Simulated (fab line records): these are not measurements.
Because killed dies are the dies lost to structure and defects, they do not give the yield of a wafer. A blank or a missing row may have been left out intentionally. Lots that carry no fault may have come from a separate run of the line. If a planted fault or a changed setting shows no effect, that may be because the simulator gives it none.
fab line records	flow nand_harc	part 1 of 2: steps 1 to 4 of 6
record: lots: 24	wafers: 72	last_day: 33
route steps=1302 shown A_STAIRCASE@745
lots that met no fault: from a run of the same line without faults
start_h: hours from the record's opening day to when the first of the lot's shown wafers began	wait_h: hours from the lot's prior step to this one	" the same as in the row above	L1.1+2: a single row standing in for several wafers	- no value, or no start given	* or withheld: withheld	< > ~ a bound
route shown NAME@n: a module of which the file shows steps, and the number in the route of the first	usual: mean/standard deviation of fault-free wafers	same: alike in all rows	chamber/n: place in a boat	sites: readings site by site	_std_site: standard deviation of those values	_edge_site: inner sites' mean taken away from outer sites' mean	radius_mm: how far each site lies from the wafer's centre	mask NAME#n: copy n	behind: the tool/chamber that last shaped the wafer	hold: cause of the lot's hold/its duration in hours/its outcome	device: the transistor (n, p or np) that didn't switch	end of line: the route-end tests of the same wafers	a step given without rows: its recipe and nothing more	killed: count of dies lost to structure and defects at first sort (not the wafer's yield)	map: a wafer's dies, x killed, . not, _ none there
set.NAME: the setting the step ran with; set.NAME@STEP: the setting that earlier step ran with	model.NAME: the simulator's own value behind a step, which no gauge read
a sample of lots followed through the steps of the route, with each step as a table and each wafer as a row
services: a tool's chamber out of use, with start hour (start_h, from the record's first day; less than 0 if before it), hours out, and reason
== steps ==
step: NHARC_A_STAIRCASE_TRIM_231
recipe: time_s: 211.2	o2_flow_sccm: 500	ar_flow_sccm: 0	bias_w: 0	chemistry: O2
usual: drypump_motor_current_A: 5.6/0.34	oes_product_au: 1.000/0.0077	rf_vpp_V: 57.8/0.94	showerhead_plenum_p_Torr: 3.55/0.13	throttle_valve_pct: 17.037/0.0097
lot.wafer	tool	chamber	start_h	wait_h	drypump_motor_current_A	oes_product_au	rf_hours_counter_h	rf_vpp_V	showerhead_plenum_p_Torr	throttle_valve_pct
L074.3	rie_diel-07	0	-	-	5.8	1.002	20	56.8	3.68	17.027
L074.4	"	2	"	"	5.6	0.996	17	58.5	3.52	17.051
L074.6	"	3	"	"	6.1	1.007	-	57.0	3.60	17.026
L076.4	rie_diel-07	0	-	-	5.8	1.000	27	58.8	3.67	17.031
L076.6	"	1	"	"	5.5	0.995	-	58.1	3.47	17.036
L076.5	"	2	"	"	5.6	1.000	-	57.3	3.51	17.031
L075.4	rie_diel-07	2	-	-	5.6	1.004	22	57.7	3.51	17.044
L075.3	"	1	"	"	5.5	0.993	22	59.7	3.47	17.032
L075.5	"	2	"	"	5.6	1.007	-	58.1	3.51	17.048
L077.2	rie_diel-04	2	-	-	5.8	0.999	8	58.4	3.75	17.037
L077.1	"	3	"	"	5.3	1.004	9	57.0	3.63	17.036
L077.4	"	0	"	"	5.8	0.996	11	56.8	3.53	17.044
L078.2	rie_diel-08	0	-	-	5.3	1.010	11	59.4	3.73	17.063
L078.4	"	1	"	"	6.0	0.991	11	57.6	3.80	17.038
L078.6	"	0	"	"	5.3	1.011	-	57.9	3.73	17.028
L079.1	rie_diel-04	1	-	-	4.8	1.006	14	56.1	3.37	17.045
L079.3	"	3	"	"	5.3	0.994	15	57.0	3.63	17.036
L079.5	"	2	"	"	5.8	0.997	-	57.8	3.75	17.039
L080.1	rie_diel-08	3	-	-	5.7	0.997	13	56.3	3.45	17.033
L080.4	"	1	"	"	6.0	1.006	14	58.5	3.80	17.031
L080.5	"	3	"	"	5.7	0.980	-	57.4	3.45	17.047
L081.4	rie_diel-07	3	-	-	6.0	0.998	51	57.6	3.59	17.022
L081.1	"	0	"	"	5.8	0.996	43	59.7	3.66	17.030
L081.2	"	1	"	"	5.5	0.996	39	56.5	3.47	17.055
L082.1	rie_diel-08	3	-	-	5.7	1.003	23	57.9	3.44	17.026
L082.4	"	0	"	"	5.3	1.005	23	58.9	3.72	17.024
L082.6	"	3	"	"	5.7	0.990	-	57.6	3.44	17.035
L084.1	rie_diel-08	2	-	-	5.5	1.006	25	57.6	3.38	17.025
L084.5	"	2	"	"	5.5	0.998	-	56.4	3.38	17.031
L084.6	"	3	"	"	5.7	0.991	-	57.6	3.44	17.040
L083.1	rie_diel-04	0	-	-	5.8	0.992	28	57.8	3.52	17.048
L083.4	"	1	"	"	4.8	1.004	26	56.8	3.36	17.032
L083.6	"	3	"	"	5.3	1.008	-	56.7	3.62	17.043
L085.3	rie_diel-04	1	-	-	4.8	1.003	33	58.4	3.36	17.036
L085.1	"	3	"	"	5.3	1.005	33	57.1	3.62	17.016
L085.5	"	1	"	"	4.8	1.010	-	57.0	3.36	17.031
L086.4	rie_diel-04	0	-	-	5.9	0.985	33	56.8	3.52	17.046
L086.3	"	2	"	"	5.8	1.002	33	58.3	3.74	17.028
L086.6	"	0	"	"	5.8	0.988	-	57.1	3.52	17.052
L087.2	rie_diel-08	0	-	-	5.3	1.003	37	57.4	3.72	17.018
L087.4	"	1	"	"	6.0	0.989	36	58.8	3.79	17.040
L087.6	"	2	"	"	5.5	1.001	-	58.3	3.37	17.043
L089.2	rie_diel-04	3	-	-	5.3	1.013	41	57.9	3.61	17.039
L089.3	"	0	"	"	5.8	0.990	40	58.6	3.51	17.037
L089.5	"	0	"	"	5.8	0.998	-	57.4	3.51	17.036
L088.2	rie_diel-07	2	-	-	5.6	0.999	9	59.8	3.49	17.046
L088.6	"	0	"	"	5.8	1.006	-	56.6	3.65	17.043
L088.5	"	1	"	"	5.5	0.997	-	58.7	3.45	17.056
L091.3	rie_diel-07	2	-	-	5.6	0.997	16	56.6	3.49	17.046
L091.2	"	1	"	"	5.5	0.985	18	57.8	3.45	17.047
L091.5	"	3	"	"	6.0	0.997	-	57.4	3.57	17.040
L090.2	rie_diel-07	3	-	-	6.0	0.996	17	57.6	3.57	17.035
L090.1	"	0	"	"	5.8	1.000	20	58.2	3.64	17.029
L090.6	"	1	"	"	5.5	0.998	-	58.9	3.45	17.063
L092.4	rie_diel-07	1	-	-	5.5	0.999	26	56.9	3.44	17.034
L092.5	"	0	"	"	5.8	0.991	-	58.7	3.64	17.028
L092.6	"	1	"	"	5.5	0.986	-	58.2	3.44	17.022
L093.6	rie_diel-04	2	-	-	5.8	0.993	-	59.5	3.72	17.049
L093.4	"	0	"	"	5.9	0.997	-	57.8	3.51	17.028
L093.5	"	1	"	"	4.8	1.004	-	56.8	3.35	17.008
L094.3	rie_diel-04	0	-	-	5.9	1.000	4	57.7	3.51	17.041
L094.1	"	1	"	"	4.8	1.006	3	58.6	3.35	17.050
L094.4	"	3	"	"	5.3	1.011	1	59.4	3.61	17.031
L096.2	rie_diel-07	3	-	-	6.0	0.993	30	57.9	3.56	17.037
L096.6	"	2	"	"	5.6	0.990	-	56.9	3.48	17.040
L096.5	"	3	"	"	6.0	0.984	-	57.3	3.56	17.022
L095.1	rie_diel-08	3	-	-	5.7	1.009	6	57.5	3.42	17.035
L095.2	"	0	"	"	5.3	0.997	8	58.5	3.70	17.040
L095.6	"	2	"	"	5.5	1.005	-	57.6	3.36	17.038
L097.1	rie_diel-08	3	-	-	5.7	1.002	12	57.7	3.42	17.031
L097.2	"	1	"	"	6.0	1.001	13	57.4	3.77	17.030
L097.5	"	2	"	"	5.4	1.002	-	55.8	3.36	17.035
step: NHARC_A_STAIRCASE_DESCUM_252
recipe: time_s: 3	o2_flow_sccm: 200	ar_flow_sccm: 0	bias_power_w: 0	chemistry: O2
usual: drypump_motor_current_A: 5.6/0.34	oes_product_au: 1.000/0.0076	rf_vpp_V: 58.0/0.94	showerhead_plenum_p_Torr: 1.93/0.078	throttle_valve_pct: 11.310/0.0083
lot.wafer	tool	chamber	start_h	wait_h	drypump_motor_current_A	oes_product_au	rf_hours_counter_h	rf_vpp_V	showerhead_plenum_p_Torr	throttle_valve_pct
L074.3	rie_diel-07	1	360.81	-	5.5	0.997	16	56.0	1.88	11.293
L074.4	"	2	"	"	5.6	0.997	17	58.8	1.91	11.312
L074.6	"	0	"	"	5.8	1.005	-	58.8	2.00	11.292
L076.4	rie_diel-04	1	375.46	-	4.8	1.011	5	58.0	1.82	11.311
L076.5	"	2	"	"	5.8	1.000	-	58.6	2.04	11.324
L076.6	"	3	"	"	5.3	1.018	-	58.3	1.98	11.306
L075.3	rie_diel-08	0	376.92	-	5.3	1.003	0	58.5	2.04	11.306
L075.4	"	2	"	"	5.4	1.010	0	55.1	1.83	11.319
L075.5	"	0	"	"	5.3	0.999	-	58.5	2.04	11.318
L077.1	rie_diel-04	0	391.78	-	5.8	0.996	12	58.0	1.91	11.308
L077.2	"	1	"	"	4.8	1.015	11	57.2	1.82	11.295
L077.4	"	2	"	"	5.8	1.000	9	58.0	2.04	11.325
L078.4	rie_diel-07	3	406.31	-	6.0	0.991	40	58.8	1.95	11.318
L078.2	"	0	"	"	5.8	0.987	33	58.5	1.99	11.307
L078.6	"	3	"	"	6.0	1.004	-	59.1	1.95	11.299
L079.3	rie_diel-04	0	418.22	-	5.8	0.996	18	58.8	1.91	11.306
L079.1	"	1	"	"	4.8	1.014	16	56.9	1.82	11.302
L079.5	"	1	"	"	4.8	1.012	-	57.3	1.82	11.305
L080.4	rie_diel-08	3	419.50	-	5.7	0.997	14	58.3	1.87	11.303
L080.1	"	1	"	"	6.0	0.998	15	57.5	2.07	11.308
L080.5	"	0	"	"	5.3	1.010	-	58.6	2.03	11.319
L081.2	rie_diel-04	3	434.44	-	5.3	1.002	21	57.0	1.97	11.323
L081.4	"	1	"	"	4.8	1.012	20	58.5	1.82	11.324
L081.1	"	2	"	"	5.8	0.988	19	58.3	2.04	11.318
L082.1	rie_diel-07	0	452.33	-	5.8	0.996	53	58.8	1.99	11.311
L082.4	"	1	"	"	5.5	0.998	48	57.9	1.87	11.321
L082.6	"	1	"	"	5.5	1.000	-	57.5	1.87	11.302
L084.1	rie_diel-08	0	461.71	-	5.3	1.011	28	56.3	2.03	11.309
L084.5	"	1	"	"	6.0	0.996	-	59.1	2.07	11.314
L084.6	"	2	"	"	5.4	1.007	-	58.3	1.83	11.310
L083.1	rie_diel-08	0	462.33	-	5.3	0.997	28	58.8	2.03	11.306
L083.4	"	1	"	"	6.0	0.987	26	59.6	2.07	11.313
L083.6	"	3	"	"	5.7	1.005	-	58.0	1.86	11.321
L085.3	rie_diel-04	1	478.55	-	4.8	1.001	36	57.5	1.81	11.311
L085.1	"	3	"	"	5.3	1.001	37	58.9	1.97	11.294
L085.5	"	1	"	"	4.8	1.000	-	58.5	1.81	11.315
L086.3	rie_diel-04	1	478.65	-	4.8	1.008	36	57.7	1.82	11.295
L086.4	"	0	"	"	5.8	0.992	36	57.4	1.91	11.312
L086.6	"	2	"	"	5.8	1.010	-	57.8	2.03	11.320
L087.2	rie_diel-08	3	494.32	-	5.7	0.997	40	56.4	1.86	11.293
L087.4	"	0	"	"	5.3	1.003	38	58.1	2.02	11.304
L087.6	"	2	"	"	5.4	1.008	-	59.6	1.82	11.318
L089.2	rie_diel-07	0	501.44	-	5.8	1.008	8	57.7	1.98	11.309
L089.3	"	1	"	"	5.5	0.990	9	57.8	1.87	11.314
L089.5	"	2	"	"	5.6	1.000	-	58.8	1.89	11.301
L088.2	rie_diel-07	0	507.69	-	5.7	0.993	8	57.0	1.98	11.304
L088.6	"	0	"	"	5.8	1.001	-	57.2	1.98	11.315
L088.5	"	1	"	"	5.5	0.977	-	56.9	1.87	11.310
L091.3	rie_diel-08	2	531.45	-	5.4	1.003	49	56.3	1.82	11.307
L091.2	"	0	"	"	5.3	0.995	49	57.3	2.02	11.309
L091.5	"	2	"	"	5.4	1.009	-	57.5	1.82	11.300
L090.2	rie_diel-07	0	538.19	-	5.8	1.003	21	58.3	1.98	11.316
L090.1	"	1	"	"	5.5	0.992	22	57.6	1.87	11.313
L090.6	"	0	"	"	5.8	1.006	-	58.8	1.98	11.316
L092.4	rie_diel-04	3	549.69	-	5.3	1.001	0	58.5	1.96	11.301
L092.6	"	1	"	"	4.8	1.010	-	56.4	1.81	11.298
L092.5	"	2	"	"	5.8	0.994	-	59.8	2.03	11.309
L093.4	rie_diel-07	2	551.21	-	5.6	0.999	24	58.3	1.89	11.325
L093.5	"	1	"	"	5.5	0.998	-	57.5	1.86	11.316
L093.6	"	2	"	"	5.6	0.994	-	57.1	1.89	11.310
L094.1	rie_diel-04	0	552.94	-	5.8	0.997	6	58.0	1.90	11.319
L094.4	"	1	"	"	4.8	1.004	4	57.1	1.81	11.317
L094.3	"	2	"	"	5.8	0.998	5	59.2	2.03	11.315
L096.2	rie_diel-08	3	576.20	-	5.7	0.997	7	58.1	1.85	11.313
L096.6	"	2	"	"	5.4	1.001	-	56.3	1.82	11.307
L096.5	"	3	"	"	5.7	1.001	-	59.4	1.85	11.305
L095.2	rie_diel-04	1	576.38	-	4.8	1.011	13	57.9	1.81	11.305
L095.1	"	2	"	"	5.8	0.993	13	58.1	2.02	11.306
L095.6	"	0	"	"	5.8	1.001	-	57.5	1.90	11.301
L097.1	rie_diel-07	3	594.65	-	6.0	1.003	36	58.1	1.93	11.304
L097.2	"	1	"	"	5.5	0.988	40	58.1	1.86	11.309
L097.5	"	3	"	"	6.0	1.001	-	59.1	1.93	11.313
step: NHARC_A_STAIRCASE_ETCH_253
recipe: target_depth_a: 500	time_s: 20.2	ion_energy_ev: 400	c4f8_flow_sccm: 20	o2_flow_sccm: 10	ar_flow_sccm: withheld	rf_w: 600	bias_w: 1000	chemistry: C4F8/O2
usual: oes_product_au: 0.957/0.017	rf_fwd_power_W: 588/3.6	rf_vpp_V: 897/4.9
lot.wafer	tool	chamber	start_h	wait_h	oes_product_au	rf_fwd_power_W	rf_hours_counter_h	rf_vpp_V
L074.4	rie_diel-07	1	360.88	0.1	0.932	590	16	894
L074.3	"	2	"	"	0.952	590	17	896
L074.6	"	1	"	"	0.937	587	-	893
L076.4	rie_diel-04	0	375.53	0.1	0.971	588	4	895
L076.5	"	1	"	"	0.975	586	-	891
L076.6	"	2	"	"	0.954	585	-	903
L075.3	rie_diel-08	3	377.03	0.1	0.944	594	0	894
L075.4	"	1	"	"	0.952	588	0	906
L075.5	"	0	"	"	0.957	585	-	903
L077.1	rie_diel-04	0	391.86	0.1	0.950	586	12	896
L077.4	"	1	"	"	0.974	588	11	889
L077.2	"	2	"	"	0.964	583	9	905
L078.4	rie_diel-07	1	406.41	0.1	0.924	586	30	894
L078.2	"	2	"	"	0.915	589	35	895
L078.6	"	1	"	"	0.921	589	-	894
L079.1	rie_diel-04	3	418.31	0.1	0.972	592	16	901
L079.3	"	1	"	"	0.961	585	16	890
L079.5	"	0	"	"	0.945	588	-	897
L080.4	rie_diel-08	2	419.59	0.1	0.973	586	12	891
L080.1	"	3	"	"	0.951	593	14	893
L080.5	"	1	"	"	0.966	586	-	906
L081.4	rie_diel-04	3	434.53	0.1	0.963	591	21	898
L081.1	"	0	"	"	0.946	584	22	896
L081.2	"	2	"	"	0.981	585	19	903
L082.4	rie_diel-07	3	452.42	0.1	0.967	584	57	897
L082.1	"	0	"	"	0.941	588	53	900
L082.6	"	1	"	"	0.948	591	-	893
L084.1	rie_diel-08	1	461.78	0.1	0.944	583	26	906
L084.6	"	2	"	"	0.969	589	-	889
L084.5	"	3	"	"	0.966	598	-	894
L083.4	rie_diel-08	2	462.40	0.1	0.987	589	25	892
L083.1	"	3	"	"	0.958	599	28	895
L083.6	"	2	"	"	0.990	588	-	890
L085.1	rie_diel-04	3	478.71	0.1	0.952	593	37	899
L085.3	"	0	"	"	0.929	587	36	896
L085.5	"	2	"	"	0.947	589	-	902
L086.3	rie_diel-04	1	478.78	0.1	0.946	585	36	891
L086.4	"	2	"	"	0.942	586	37	903
L086.6	"	1	"	"	0.949	587	-	889
L087.4	rie_diel-08	2	494.40	0.1	0.965	585	38	891
L087.2	"	3	"	"	0.953	597	40	893
L087.6	"	3	"	"	0.953	597	-	895
L089.2	rie_diel-07	3	501.51	0.1	0.948	586	6	900
L089.3	"	1	"	"	0.955	591	9	892
L089.5	"	0	"	"	0.960	587	-	900
L088.2	rie_diel-07	2	507.78	0.1	0.941	589	9	895
L088.5	"	2	"	"	0.937	590	-	894
L088.6	"	3	"	"	0.943	590	-	897
L091.2	rie_diel-08	2	531.54	0.1	0.968	591	49	889
L091.3	"	0	"	"	0.973	589	49	903
L091.5	"	2	"	"	0.964	591	-	891
L090.2	rie_diel-07	2	538.46	0.3	0.932	587	19	893
L090.1	"	1	"	"	0.918	591	22	893
L090.6	"	2	"	"	0.926	589	-	893
L092.4	rie_diel-04	0	549.76	0.1	0.947	590	4	897
L092.6	"	0	"	"	0.950	588	-	896
L092.5	"	1	"	"	0.948	584	-	890
L093.4	rie_diel-07	2	551.29	0.1	0.967	589	24	895
L093.6	"	2	"	"	0.960	587	-	894
L093.5	"	3	"	"	0.981	586	-	897
L094.1	rie_diel-04	2	553.02	0.1	0.965	587	5	904
L094.3	"	3	"	"	0.960	595	2	899
L094.4	"	0	"	"	0.965	589	6	894
L096.2	rie_diel-08	3	576.29	0.1	0.964	594	7	892
L096.5	"	0	"	"	0.989	588	-	901
L096.6	"	1	"	"	0.972	587	-	904
L095.2	rie_diel-04	0	576.47	0.1	0.963	590	15	893
L095.1	"	1	"	"	0.966	581	13	889
L095.6	"	3	"	"	0.974	597	-	899
L097.2	rie_diel-07	3	594.73	0.1	0.966	586	36	898
L097.1	"	0	"	"	0.985	589	42	900
L097.5	"	2	"	"	0.963	585	-	894
step: NHARC_A_STAIRCASE_STRIP_254
recipe: power_w: 1500	temp_c: 250	chemistry: O2
usual: drypump_motor_current_A: 5.5/0.3	heater_power_w: 340/18
lot.wafer	tool	chamber	start_h	wait_h	drypump_motor_current_A	heater_power_w	rf_hours_counter_h
L074.4	plasma_asher-01	1	361.06	-	5.1	345	-
L074.3	"	0	"	"	5.3	350	-
L074.6	"	1	"	"	5.1	346	-
L076.4	plasma_asher-02	1	375.70	-	5.9	325	-
L076.5	"	1	"	"	5.9	321	-
L076.6	"	0	"	"	5.8	313	-
L075.4	plasma_asher-02	0	377.41	-	5.8	321	-
L075.3	"	1	"	"	5.8	336	-
L075.5	"	0	"	"	5.7	318	-
L077.2	plasma_asher-02	1	391.95	-	5.8	322	29
L077.1	"	0	"	"	5.8	315	29
L077.4	"	1	"	"	5.8	321	-
L078.2	plasma_asher-02	0	406.54	-	5.8	319	32
L078.4	"	0	"	"	5.7	318	-
L078.6	"	1	"	"	5.8	326	-
L079.1	plasma_asher-02	1	418.44	-	5.9	320	34
L079.3	"	1	"	"	5.8	324	-
L079.5	"	1	"	"	5.9	322	-
L080.1	plasma_asher-01	0	419.72	-	5.4	353	15
L080.4	"	1	"	"	5.1	343	-
L080.5	"	0	"	"	5.3	351	-
L081.2	plasma_asher-01	1	434.90	-	5.1	346	18
L081.1	"	0	"	"	5.4	349	18
L081.4	"	0	"	"	5.3	349	-
L082.1	plasma_asher-02	0	452.55	-	5.8	316	3
L082.4	"	0	"	"	5.8	309	-
L082.6	"	1	"	"	5.8	339	-
L084.1	plasma_asher-01	0	461.91	-	5.3	345	24
L084.6	"	1	"	"	5.1	334	-
L084.5	"	0	"	"	5.3	340	-
L083.1	plasma_asher-01	0	462.60	-	5.3	349	25
L083.4	"	1	"	"	5.1	339	-
L083.6	"	1	"	"	5.1	348	-
L085.1	plasma_asher-02	1	478.79	-	5.8	333	9
L085.3	"	0	"	"	5.8	329	-
L085.5	"	1	"	"	5.8	345	-
L086.4	plasma_asher-01	1	478.96	-	5.1	349	-
L086.3	"	0	"	"	5.3	351	-
L086.6	"	1	"	"	5.1	347	-
L087.2	plasma_asher-02	1	494.53	-	5.9	333	12
L087.4	"	1	"	"	5.8	334	-
L087.6	"	1	"	"	5.8	335	-
L089.2	plasma_asher-01	1	501.59	-	5.0	340	33
L089.3	"	0	"	"	5.4	340	-
L089.5	"	0	"	"	5.3	342	-
L088.2	plasma_asher-01	0	507.92	-	5.4	344	34
L088.5	"	1	"	"	5.1	345	-
L088.6	"	0	"	"	5.3	346	-
L091.2	plasma_asher-01	0	531.67	-	5.4	371	1
L091.3	"	1	"	"	5.1	340	-
L091.5	"	1	"	"	5.1	351	-
L090.2	plasma_asher-02	0	538.54	-	5.8	312	22
L090.1	"	1	"	"	5.8	337	22
L090.6	"	1	"	"	5.8	333	-
L092.4	plasma_asher-01	0	550.12	-	5.3	375	-
L092.5	"	1	"	"	5.1	333	-
L092.6	"	0	"	"	5.4	373	-
L093.4	plasma_asher-01	1	551.52	-	5.1	338	-
L093.6	"	0	"	"	5.4	365	-
L093.5	"	1	"	"	5.2	339	-
L094.1	plasma_asher-01	1	553.15	-	5.1	343	6
L094.4	"	0	"	"	5.3	380	-
L094.3	"	1	"	"	5.1	335	-
L096.2	plasma_asher-01	1	576.36	-	5.1	342	10
L096.5	"	1	"	"	5.2	338	-
L096.6	"	0	"	"	5.3	379	-
L095.2	plasma_asher-02	0	576.55	-	5.8	311	32
L095.1	"	1	"	"	5.8	326	32
L095.6	"	0	"	"	5.8	313	-
L097.2	plasma_asher-01	1	594.81	-	5.1	341	14
L097.1	"	0	"	"	5.4	369	14
L097.5	"	0	"	"	5.4	380	-
